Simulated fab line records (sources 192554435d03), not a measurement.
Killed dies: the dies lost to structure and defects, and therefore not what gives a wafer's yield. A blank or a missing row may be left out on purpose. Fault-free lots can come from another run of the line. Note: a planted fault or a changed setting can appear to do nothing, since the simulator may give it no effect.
Split-lot trial	flow n5Finfet	39 wafers read from 7 lots, route of 1938 steps

## THE SPLIT ITSELF
At N5_DUMMY_GATE_ALD_02 (deposits SiO2, target thk 2 nm, pulse time 1 s), the setting targetThkA was moved away from the recipe's 20 angstrom on 12 of the 39 wafers read, by -14.1% to +12.5%. This setting was run at the recipe's value on the other wafers.

## FROM THE SPLIT TO THE READING: what the file shows between them, 10 steps
- N5_DUMMY_GATE_EXPOSE_12: exposes mask GATE, target cd 25 nm (also split here: doseMj)
- N5_DUMMY_GATE_PEB_13: peb time 60 s
- N5_DUMMY_GATE_DEVELOP_14: develop time 30 s
- N5_DUMMY_GATE_CD_MEAS_15: target cd 25.8 nm
- N5_DUMMY_GATE_STRIP_38: strips in N2/H2
- N5_DUMMY_GATE_STRIP_39: strips in N2/H2
- N5_DUMMY_GATE_TRIM_49: chemistry O2, time 29 s, target cd 14 nm
- N5_DUMMY_GATE_STRIP_40: strips in CF4
- N5_DUMMY_GATE_ETCH_32: etches SiO2 in CF4, target depth 3.5 nm, time 3.9 s
- N5_DUMMY_GATE_ETCH_23: etches poly-Si in HBr/Cl2/O2, target depth 41 nm, time 22.3 s

## THE READING
SiO2_of_DUMMY_GATE_ALD_02.thkNm (the simulator's own value, which no gauge read), in nm, at N5_DUMMY_GATE_ETCH_44 (etches poly-Si in HBr/O2, stops on SiO2, target depth 127.5 nm). No usual value for it is given in the file.

wafer	tool, chamber at the split	targetThkA as run, angstrom	against the recipe	SiO2_of_DUMMY_GATE_ALD_02.thkNm, nm	against lot-mates on the recipe
L078.1	aldSin-04, 1,0,2	22.5	+12.5%	2.2	+0.2
L078.2	aldSin-04, 3,2,3	20	recipe	2	-
L078.5	aldSin-04, 3,2,3	20	recipe	2	-
L078.3	aldSin-04, 3,2,3	20	recipe	2	-
L078.4	aldSin-04, 1,0,2	22.5	+12.5%	2.2	+0.2
L078.6	aldSin-04, 1,0,2	22.5	+12.5%	2.2	+0.2
L079.1	aldSin-01, 2,0,3	20	recipe	2	-
L079.2	aldSin-01, 2,0,3	20	recipe	2	-
L079.3	aldSin-01, 2,0,3	20	recipe	2	-
L079.4	aldSin-01, 1,0,1	17.18	-14.1%	1.6	-0.4
L079.5	aldSin-01, 1,0,1	17.18	-14.1%	1.6	-0.4
L079.6	aldSin-01, 1,0,1	17.18	-14.1%	1.6	-0.4
L080.1	aldSin-03, 0,2,3,1,1,2	20	recipe	2	-
L080.3	aldSin-03, 0,2,3,1,1,2	20	recipe	2	-
L080.2	aldSin-03, 0,2,3,1,1,2	20	recipe	2	-
L080.4	aldSin-03, 0,2,3,1,1,2	20	recipe	2	-
L080.5	aldSin-03, 0,2,3,1,1,2	20	recipe	2	-
L080.6	aldSin-03, 0,2,3,1,1,2	20	recipe	2	-
L085.1	aldSin-03, 1,1,2	17.93	-10.4%	1.8	-0.2
L085.2	aldSin-03, 2,0,3	20	recipe	2	-
L085.3	aldSin-03, 2,0,3	20	recipe	2	-
L085.4	aldSin-03, 2,0,3	20	recipe	2	-
L085.5	aldSin-03, 1,1,2	17.93	-10.4%	1.8	-0.2
L085.6	aldSin-03, 1,1,2	17.93	-10.4%	1.8	-0.2
L089.1	aldSin-01, 0,1,3	20	recipe	2	-
L089.2	aldSin-01, 0,1,3	20	recipe	2	-
L089.5	aldSin-01, 0,1,3	20	recipe	2	-
L091.1	aldSin-01, 3,0,1,2,0,3	20	recipe	2	-
L091.3	aldSin-01, 3,0,1,2,0,3	20	recipe	2	-
L091.2	aldSin-01, 3,0,1,2,0,3	20	recipe	2	-
L091.4	aldSin-01, 3,0,1,2,0,3	20	recipe	2	-
L091.6	aldSin-01, 3,0,1,2,0,3	20	recipe	2	-
L091.5	aldSin-01, 3,0,1,2,0,3	20	recipe	2	-
L095.1	aldSin-03, 1,2,1	20	recipe	2	-
L095.2	aldSin-03, 1,2,1	20	recipe	2	-
L095.3	aldSin-03, 3,0,2	17.75	-11.3%	1.8	-0.2
L095.4	aldSin-03, 3,0,2	17.75	-11.3%	1.8	-0.2
L095.5	aldSin-03, 1,2,1	20	recipe	2	-
L095.6	aldSin-03, 3,0,2	17.75	-11.3%	1.8	-0.2
Where a row lists several chambers, the file gives one row for several wafers and doesn't say which wafer went through which chamber.

THE FIT
A straight line over all 39 wafers: SiO2_of_DUMMY_GATE_ALD_02.thkNm changes by +0.0208 nm for each +1% of targetThkA; r = +0.97; the points scatter about the line by 0.035 nm.
The same after taking each lot's own level away (the mean of its wafers on the recipe; 39 wafers): +0.0208 nm for each +1%; r = +0.97; scatter 0.035 nm.
According to that fit, moving targetThkA by its largest amount changes the reading by 0.29 nm.
The lots' own levels span 2.00 to 2.00 nm.
The two slopes are in agreement: the lot-to-lot level therefore moves the slope only a little.
Check: with one of the wafers moved furthest among these (-14.1%) left out of the fit, the line predicts -0.289 nm for it against its lot-mates. It came out at -0.4 nm against them.

## OTHER SPLITS ON THESE WAFERS
Before the reading, these wafers also passed through other splits. Each is held against what the fit with the lots' levels taken away leaves over:
other split on the same wafers	wafers away from the commonest value	r with SiO2_of_DUMMY_GATE_ALD_02.thkNm (lot level and that fit taken away)
N5_FIN_CUT_CUT_ETCH_15 targetDepthA	12	-0.41
N5_DUMMY_GATE_EXPOSE_12 doseMj	15	+0.19

## FILE'S OWN FIT
SiO2_of_DUMMY_GATE_ALD_02.thkNm changes by +0.0212 nm for each +1% of targetThkA, r = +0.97.
